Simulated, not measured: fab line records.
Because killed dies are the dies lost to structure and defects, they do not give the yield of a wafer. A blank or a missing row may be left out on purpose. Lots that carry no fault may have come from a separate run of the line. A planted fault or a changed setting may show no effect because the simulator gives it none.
Comparing a struck lot with a sound one || flow nand_harc || 15 steps out of a route of 1159
Sound: wafers L701.3, L701.4, L701.5. Struck: wafer L709.4 (left out: L709.2, L709.6 of the same lot, which were not struck); the cause appears at the end.
At each step with rows: each side's tool, then ch and its chambers, then its first start. Under that, the readings that differ: sound wafers || struck wafers || difference of the means || sigmas: that difference in standard deviations of wafers without a fault.
alike: readings whose means differ by less than 2 such deviations, and words and numbers that are the same on both sides. not compared: withheld readings, readings that some wafer has no value for, bounds like >300 that may hide the same value, and numbers for which the record gives no deviation and whose values overlap.
The two part at a step that has a row with sigmas, a row that says differs or no value, or rows on one side only. Numbers that don't overlap but have no deviation are shown without sigmas and don't part them. A reading missing from all wafers of one side parts the sides only when that side holds two or more wafers.

first, 1 step without rows for these wafers: NHARC_A_ONON_D1_DEP_09 (target thk 1000 nm).
NHARC_A_ONON_D1_THK_MEAS_11: measures by ellipsometry.
  sound: film_metro-01 at day 8 07:55; struck: film_metro-02 at day 10 20:14
  alike: thk_nm
next comes 1 step that has no rows for these wafers: NHARC_A_ONON_D1_DEP_12 (target thickness 1000 nm).
NHARC_A_ONON_D1_THK_MEAS_14: measures by ellipsometry.
  sound: film_metro-02 at day 8 08:28; struck: film_metro-02 at day 10 20:49
  alike: thk_nm
then, 2 steps without rows for these wafers: NHARC_A_ONON_D1_ANNEAL_15 (time 3600 s); NHARC_A_ONON_D1_DEP_16 (target thk 1000 nm).
NHARC_A_ONON_D1_THK_MEAS_18: measures by ellipsometry.
  sound: film_metro-01 at day 8 15:37; struck: film_metro-01 at day 11 03:51
  alike: thk_nm
next comes 1 step that has no rows for these wafers: NHARC_A_ONON_D1_DEP_19 (target thickness 1000 nm).
NHARC_A_ONON_D1_THK_MEAS_21: measures by ellipsometry.
  sound: film_metro-02 at day 8 16:12; struck: film_metro-02 at day 11 04:32
  alike: thk_nm
next comes 1 step that has no rows for these wafers: NHARC_A_ONON_D1_DEP_22 (target thickness 1000 nm).
NHARC_A_ONON_D1_THK_MEAS_24: measures by ellipsometry.
  sound: film_metro-01 at day 8 16:46; struck: film_metro-01 at day 11 05:08
  alike: thk_nm
NHARC_A_ONON_D1_DEP_25: target thk 1000 nm.
  sound on pecvd_onon-03 ch 0, day 8 16:56; struck on pecvd_onon-03 ch 0, day 11 05:15
NHARC_A_ONON_D1_THK_MEAS_27: measures by ellipsometry.
  sound: film_metro-02 at day 8 17:20; struck: film_metro-01 at day 11 05:42
{"reading": "thk_nm (nm)", "sound": "1011 1011 1010", "struck": 1506, "difference": "+495", "sigmas": "+51"}
next comes 1 step that has no rows for these wafers: NHARC_A_ONON_D1_DEP_28 (target thickness 1000 nm).
-- break in the record here, with 12 days between the starts of the struck wafers on either side (left off in module A_ONON_D1, picked up again in module END, where the first step shown is number 1159 on the route) --
NHARC_END_SORT_01:
  here the record holds rows for the struck wafers (prober-01 ch 0, day 22 20:26) but none for the sound ones

== WHERE THEY PART ==
First at NHARC_A_ONON_D1_THK_MEAS_27; last, within this record, at NHARC_END_SORT_01.

WHY: whatever the simulator had introduced
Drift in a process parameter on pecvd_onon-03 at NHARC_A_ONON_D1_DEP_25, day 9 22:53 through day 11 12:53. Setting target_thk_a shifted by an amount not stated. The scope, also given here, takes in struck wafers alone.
